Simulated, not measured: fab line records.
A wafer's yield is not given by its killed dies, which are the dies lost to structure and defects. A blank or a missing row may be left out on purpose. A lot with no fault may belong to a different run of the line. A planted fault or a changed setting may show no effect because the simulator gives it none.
Which of the tools did it? + flow nand_harc + 7 lots, 21 wafers sampled, at 5 steps of a route of 1302

== WHAT THE GAUGES SHOWED, per wafer ==
NHARC_END_SORT_01.
| lot  | measured     | on        | killed_at_periphery |
|------|--------------|-----------|---------------------|
| L169 | day 26 02:17 | prober-01 | 3 2 8               |
| L171 | day 27 07:04 | prober-02 | 3 6 3               |
| L178 | day 28 16:09 | prober-01 | 73 89 39            |
| L184 | day 30 09:40 | prober-02 | 3 6 5               |

== WHICH TOOL RAN EACH LOT (tool, then ch and the chambers of the sampled wafers, then the start) ==
| lot  | NHARC_P_M2_PVD_21            | NHARC_THIN_TSV_ETCHBACK_48         | NHARC_THIN_TSV_PVD_19                   | NHARC_THIN_TSV_PRE_CLEAN_54  |
|------|------------------------------|------------------------------------|-----------------------------------------|------------------------------|
| L169 | pvd_sputter-01, day 6 19:58  | rie_diel-08 ch 1,2, day 25 08:31   | pvd_sputter-03, day 25 11:08 or earlier | pvd_sputter-02, day 25 11:08 |
| L171 | pvd_sputter-01, day 8 05:31  | rie_diel-08 ch 0,1,3, day 26 17:06 | pvd_sputter-03, day 26 19:37 or earlier | pvd_sputter-03, day 26 19:37 |
| L178 | pvd_sputter-03, day 10 15:07 | rie_diel-10 ch 0,1,2, day 28 02:38 | pvd_sputter-01, day 28 05:14 or earlier | pvd_sputter-02, day 28 05:14 |
| L184 | pvd_sputter-01, day 13 00:13 | rie_diel-10 ch 0,2,3, day 29 20:38 | pvd_sputter-01, day 29 23:14 or earlier | pvd_sputter-02, day 29 23:14 |
| L186 | pvd_sputter-03, day 13 23:52 | rie_diel-10 ch 0,2, day 31 19:08   | pvd_sputter-01, day 31 21:54 or earlier | pvd_sputter-02, day 31 21:54 |
| L189 | pvd_sputter-03, day 15 03:40 | rie_diel-10 ch 0,1,2, day 32 18:40 | pvd_sputter-03, day 32 21:15 or earlier | pvd_sputter-02, day 32 21:15 |
| L191 | pvd_sputter-02, day 15 21:40 | rie_diel-10 ch 0,3, day 32 22:53   | pvd_sputter-02, day 33 01:29 or earlier | pvd_sputter-02, day 33 01:29 |
- NHARC_P_M2_PVD_21: deposits Cu, target thk 30 nm, time 20.49 s.
- NHARC_THIN_TSV_ETCHBACK_48: etches the open film in C4F8/Ar, target depth 1028.5 nm, time 405.17 s.
- NHARC_THIN_TSV_PVD_19: deposits TaN, target thk 20 nm.
- NHARC_THIN_TSV_PRE_CLEAN_54: time 30 s.

== THE ANSWER, worked out from the rows above alone ==
Rule: usual is defined by the lots themselves. The widest of any qualifying gaps counts: lots, ordered by their means at a reading, are off when they make up no more than a third of the lots, leave a main group of 4 or more, and stand apart from it by 3 or more times the standard deviation of that group's means. A main group whose means are all the same, to the digits that the tables above print for the reading, isn't used. A lot without any number at a reading at which 4 lots or more have one is off too. Any other lot the step has rows for is counted as sound.
None of the lots is off at any reading shown; this tells nothing.

== WHAT WAS PUT IN BY THE SIMULATOR ==
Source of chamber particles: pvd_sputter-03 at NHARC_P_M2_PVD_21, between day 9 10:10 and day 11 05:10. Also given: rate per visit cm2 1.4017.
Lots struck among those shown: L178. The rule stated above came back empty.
